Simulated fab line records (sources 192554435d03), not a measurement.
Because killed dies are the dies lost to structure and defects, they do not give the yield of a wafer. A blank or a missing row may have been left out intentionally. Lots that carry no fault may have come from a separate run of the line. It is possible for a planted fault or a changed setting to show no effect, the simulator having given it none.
A lot that was struck, set against a sound lot / flow n5 finfet / 40 steps out of a route of 1938
Sound: these wafers, L214.1, L214.4, L214.5. Struck: wafer L209.6 (L209.4, L209.5, from the same lot, were not struck and are left out); the cause is given at the end.
Each step with rows lists, per side, the tool, then ch with its chambers, then its first start. Under that, the readings that differ: sound wafers / struck wafers / difference of the means / sigmas: that difference in standard deviations of wafers without a fault.
alike: readings with means less than 2 such deviations apart, plus words and numbers identical on both sides. not compared: withheld readings, readings lacking a value on some wafer, bounds such as >300 that could conceal the same value, and numbers that have no deviation in the record and whose values overlap.
The two part at a step that has a row with sigmas, a row that says differs or no value, or rows on one side only. When numbers do not overlap yet have no deviation, they are printed without sigmas and do not part them. Lack of a reading on every wafer of one side parts them only where that side has two or more wafers.

first, 11 steps without rows for these wafers: N5_BEOL_M0_SAQP_PECVD_03 (deposits SiCN from 3MS/NH3, target thk 12 nm, time 21.1 s); N5_BEOL_M0_SAQP_PECVD_96 (deposits a-Si from SiH4/He, target thk 45 nm, time 45.2 s); N5_BEOL_M0_SAQP_PECVD_97 (deposits SiNx from SiH4/NH3/N2, target thk 23 nm, time 19.9 s); N5_BEOL_M0_SAQP_PECVD_04 (deposits a-Si from SiH4/He, target thk 60 nm, time 60.2 s); N5_BEOL_M0_SAQP_HM_DEP_111 (deposits SiO2 from SiH4/N2O, target thk 12 nm, time 7.2 s); N5_BEOL_M0_SAQP_COAT_81 (time 60 s, resist thk 100 nm); N5_BEOL_M0_SAQP_COAT_82 (time 60 s, resist thk 30 nm); N5_BEOL_M0_SAQP_COAT_08 (resist thk 90 nm); N5_BEOL_M0_SAQP_EBR_10; N5_BEOL_M0_SAQP_SOFTBAKE_09 (time 60 s); N5_BEOL_M0_SAQP_EXPOSE_11 (exposes mask M0 CORE, target cd 42 nm).
N5_BEOL_M0_SAQP_PEB_12: peb time 60 s.
  sound on litho track-01 ch 0, day 10 02:45; struck on litho track-04 ch 0, day 8 22:07
then, 1 step without rows for these wafers: N5_BEOL_M0_SAQP_DEVELOP_13 (develop time 30 s).
N5_BEOL_M0_SAQP_CD_MEAS_14 targets a cd of 42.5 nm.
  sound on cd sem-02 ch 0, day 10 02:49; struck on cd sem-02 ch 0, day 8 22:11
reading=cd nm (nm); sound=42.0 41.9 42.0; struck=52.5; difference=+10.5; sigmas=+28
then, 24 steps without rows for these wafers: N5_BEOL_M0_SAQP_DESCUM_19 (chemistry O2, time 7.9 s); N5_BEOL_M0_SAQP_ETCH_83 (etches SiARC in CF4, target depth 39 nm, time 65 s); N5_BEOL_M0_SAQP_ETCH_84 (etches SOC in N2/H2, target depth 100 nm, overetch 20 nm, time 150 s); N5_BEOL_M0_SAQP_STRIP_80 (strips in N2/H2); N5_BEOL_M0_SAQP_HM_OPEN_112 (chemistry CHF3/O2, target SiO2, stops on a-Si, target depth 12 nm, time 13.5 s); N5_BEOL_M0_SAQP_STRIP_113 (strips in CHF3/O2); N5_BEOL_M0_SAQP_MANDREL_ETCH_20 (etches a-Si in HBr/Cl2, stops on SiNx, target depth 60 nm, bt time 10 s, time 30 s); N5_BEOL_M0_SAQP_STRIP_86 (strips in N2/H2); N5_BEOL_M0_SAQP_STRIP_115 (strips in post etch residue remover, time 60 s); N5_BEOL_M0_SAQP_SRD_93 (time 30 s); N5_BEOL_M0_SAQP_RECESS_114 (chemistry HF/NH3, target SiO2, target depth 14.4 nm, afs cycles 3, sublimation time 60 s); N5_BEOL_M0_SAQP_SPACER1_ALD_98 (deposits SiO2, target thk 12.8 nm, pulse time 1 s, purge time 2 s); N5_BEOL_M0_SAQP_SPACER1_ETCHBACK_99 (etches SiO2 in CHF3/O2, target depth 15.4 nm, time 7.7 s); N5_BEOL_M0_SAQP_MANDREL1_REMOVE_100 (chemistry HBr/Cl2/O2, target a-Si, stops on SiNx, bt time 10 s); N5_BEOL_M0_SAQP_ETCH_101 (etches SiNx in CH3F/O2, target depth 29.9 nm, time 42.7 s); N5_BEOL_M0_SAQP_ETCH_102 (etches SiO2 in CF4, target depth 4 nm, time 4.4 s); N5_BEOL_M0_SAQP_MANDREL_ETCH_103 (etches a-Si in HBr/Cl2, stops on SiCN, target depth 45 nm, bt time 10 s, time 27 s); N5_BEOL_M0_SAQP_RECESS_104 (chemistry HF/NH3, target SiO2, target depth 18 nm, afs cycles 3, sublimation time 60 s); N5_BEOL_M0_SAQP_COAT_105 (time 60 s, resist thk 100 nm); N5_BEOL_M0_SAQP_ETCH_106 (etches SOC in N2/H2, stops on SiNx, target depth 150 nm); N5_BEOL_M0_SAQP_ETCH_107 (etches SiNx in CH3F/O2, target depth 30 nm); N5_BEOL_M0_SAQP_STRIP_108 (strips in N2/H2); N5_BEOL_M0_SAQP_RECESS_109 (chemistry HF/NH3, target SiO2, target depth 3 nm, afs cycles 1, sublimation time 60 s); N5_BEOL_M0_SAQP_SPACER2_ALD_26 (deposits SiO2, target thk 15 nm, pulse time 1 s, purge time 2 s).
N5_BEOL_M4_RC_MEAS_101:
  the record has rows for the sound wafers here (prober-01 ch 0, day 12 08:52) and none for the struck ones
-- here the record skips 7 days between the struck wafers' starts before and after, leaving off in module BEOL_M4 and picking up in module PASSIVATION (first step shown: number 1936 of the route) --
N5_PASSIVATION_PROBE_49:
  sound: prober-02 at day 16 03:43; struck: prober-02 at day 15 14:32
reading=defect limited yield (%); sound=91.4 92.9 92.1; struck=1.9; difference=-90.2; sigmas=-64
reading=killed_at_M0_to_M3; sound=30 32 33; struck=1078; difference=+1046; sigmas=+99 or more
reading=killed at front end; sound=34 21 37; struck=53; difference=+22; sigmas=+2
reading=killed dies; sound=101 84 93; struck=1158; difference=+1065; sigmas=+67
reading=killed on rim; sound=17 10 13; struck=152; difference=+139; sigmas=+35
reading=sort n pass; sound=1079 1096 1087; struck=22; difference=-1065; sigmas=-67
reading=sort yield pct (%); sound=91.4 92.9 92.1; struck=1.9; difference=-90.2; sigmas=-64
  alike: killed_at_M4_up, killed at contacts, killed at other, killed open, killed short, sort_bin_5_function, sort_bin_6_memory

== WHERE THEY PART ==
Last at N5_PASSIVATION_PROBE_49 as far as this record goes, first at N5_BEOL_M0_SAQP_CD_MEAS_14.

WHY: what had been put in by the simulator
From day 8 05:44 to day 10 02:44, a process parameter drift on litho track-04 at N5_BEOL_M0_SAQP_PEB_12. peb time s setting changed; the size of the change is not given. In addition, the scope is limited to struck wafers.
